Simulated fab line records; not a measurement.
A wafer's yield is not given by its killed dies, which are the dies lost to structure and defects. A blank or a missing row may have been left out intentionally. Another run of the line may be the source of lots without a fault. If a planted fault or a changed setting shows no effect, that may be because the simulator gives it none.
The tool behind it: which one? :: flow nand-harc :: 24 lots, 72 wafers sampled, at 2 steps of a route of 1302

WHAT THE GAUGES READ, wafer by wafer
NHARC_P_M0_INSPECT_11.
lot: L074
measured: day 6 10:59
on: defect-inspect-01
raw-defect-count: 3 6 5

lot: L075
measured: day 6 12:34
on: defect-inspect-01
raw-defect-count: 4 2 5

lot: L076
measured: day 7 02:02
on: defect-inspect-02
raw-defect-count: 2 3 1

lot: L077
measured: day 7 07:36
on: defect-inspect-01
raw-defect-count: 5 5 2

lot: L078
measured: day 7 18:32
on: defect-inspect-01
raw-defect-count: 3 4 2

lot: L079
measured: day 8 08:02
on: defect-inspect-02
raw-defect-count: 3 3 8

lot: L080
measured: day 8 08:49
on: defect-inspect-02
raw-defect-count: 2 1 5

lot: L081
measured: day 8 21:01
on: defect-inspect-01
raw-defect-count: 3 0 4

lot: L082
measured: day 9 09:55
on: defect-inspect-02
raw-defect-count: 4 5 5

lot: L083
measured: day 9 22:26
on: defect-inspect-02
raw-defect-count: 4 4 8

lot: L084
measured: day 10 05:09
on: defect-inspect-02
raw-defect-count: 7 10 9

lot: L085
measured: day 10 15:02
on: defect-inspect-02
raw-defect-count: 8 8 9

lot: L086
measured: day 10 23:20
on: defect-inspect-02
raw-defect-count: 3 6 6

lot: L087
measured: day 11 09:35
on: defect-inspect-02
raw-defect-count: 11 12 14

lot: L088
measured: day 12 01:53
on: defect-inspect-01
raw-defect-count: 2 6 2

lot: L089
measured: day 12 05:32
on: defect-inspect-01
raw-defect-count: 5 0 0

lot: L090
measured: day 12 17:57
on: defect-inspect-02
raw-defect-count: 2 3 10

lot: L091
measured: day 13 03:01
on: defect-inspect-02
raw-defect-count: 6 6 1

lot: L092
measured: day 13 15:05
on: defect-inspect-01
raw-defect-count: 2 3 3

lot: L093
measured: day 13 19:27
on: defect-inspect-02
raw-defect-count: 5 3 6

lot: L094
measured: day 14 14:13
on: defect-inspect-02
raw-defect-count: 7 4 2

lot: L095
measured: day 14 14:41
on: defect-inspect-01
raw-defect-count: 3 3 4

lot: L096
measured: day 15 11:45
on: defect-inspect-01
raw-defect-count: 4 8 1

lot: L097
measured: day 15 19:41
on: defect-inspect-02
raw-defect-count: 6 5 2

NHARC_P_M0_CD_MEAS_16.
lot: L074
measured: day 6 11:21
on: cd-sem-01
cd-nm (nm): 89.3 89.5 90.7

lot: L075
measured: day 6 12:56
on: cd-sem-01
cd-nm (nm): 90.7 90.4 90.3

lot: L076
measured: day 7 02:23
on: cd-sem-02
cd-nm (nm): 88.7 89.5 90.9

lot: L077
measured: day 7 07:58
on: cd-sem-02
cd-nm (nm): 90.5 89.0 90.2

lot: L078
measured: day 7 18:54
on: cd-sem-02
cd-nm (nm): 89.5 90.4 89.3

lot: L079
measured: day 8 08:24
on: cd-sem-01
cd-nm (nm): 89.7 90.6 88.6

lot: L080
measured: day 8 09:10
on: cd-sem-01
cd-nm (nm): 91.0 91.7 91.4

lot: L081
measured: day 8 21:22
on: cd-sem-01
cd-nm (nm): 91.2 90.3 90.3

lot: L082
measured: day 9 10:16
on: cd-sem-03
cd-nm (nm): 88.4 90.1 89.6

lot: L083
measured: day 9 22:47
on: cd-sem-01
cd-nm (nm): 88.6 90.1 89.6

lot: L084
measured: day 10 05:31
on: cd-sem-02
cd-nm (nm): 89.8 87.3 88.6

lot: L085
measured: day 10 15:23
on: cd-sem-02
cd-nm (nm): 90.5 91.3 90.2

lot: L086
measured: day 10 23:43
on: cd-sem-03
cd-nm (nm): 90.6 88.9 89.7

lot: L087
measured: day 11 09:59
on: cd-sem-02
cd-nm (nm): 89.9 89.6 89.0

lot: L088
measured: day 12 02:16
on: cd-sem-03
cd-nm (nm): 89.9 90.5 88.7

lot: L089
measured: day 12 05:53
on: cd-sem-01
cd-nm (nm): 89.2 89.7 89.3

lot: L090
measured: day 12 18:19
on: cd-sem-01
cd-nm (nm): 89.6 89.8 89.7

lot: L091
measured: day 13 04:25
on: cd-sem-03
cd-nm (nm): 89.8 90.9 90.7

lot: L092
measured: day 13 15:36
on: cd-sem-01
cd-nm (nm): 91.2 89.7 91.5

lot: L093
measured: day 13 19:49
on: cd-sem-02
cd-nm (nm): 89.6 92.0 90.8

lot: L094
measured: day 14 14:34
on: cd-sem-02
cd-nm (nm): 89.9 90.2 90.3

lot: L095
measured: day 14 15:22
on: cd-sem-02
cd-nm (nm): 90.6 89.7 90.5

lot: L096
measured: day 15 12:07
on: cd-sem-01
cd-nm (nm): 89.8 91.2 91.8

lot: L097
measured: day 15 20:02
on: cd-sem-03
cd-nm (nm): 90.1 90.8 90.4

WHAT TOOL EACH LOT RAN ON (gives the tool, then ch and the chambers of the sampled wafers, and finally the start)
The record shows no process step preceding these readings.

WHAT THE TOOLS THEMSELVES READ (means of the sampled wafers that have a number; where no wafer has one, the mark that the record gives instead)
The record holds no such reading with a usual standard deviation.

THE ANSWER, worked out from the rows above alone
Rule: what is usual is taken from the lots themselves. The widest of any qualifying gaps counts: lots, ordered by their means at a reading, are off when they make up no more than a third of the lots, leave a main group of 4 or more, and stand apart from it by 3 or more times the standard deviation of that group's means. A main group is skipped when, at the precision printed for the reading in the tables above, its means are all equal. A lot without any number at a reading at which 4 lots or more have one is off too. Where the step has rows for the other lots, those lots are counted as sound. The gauges are gone through in route order, then the tools' own readings, and for those a lot's mean is taken as printed above. The first step at which some lot is off is used, and at that step the reading that is off furthest; a lot without a number counts as furthest.
Across all readings shown, no lot is off: no conclusion can be drawn from this.

WHAT HAD BEEN PUT IN BY THE SIMULATOR
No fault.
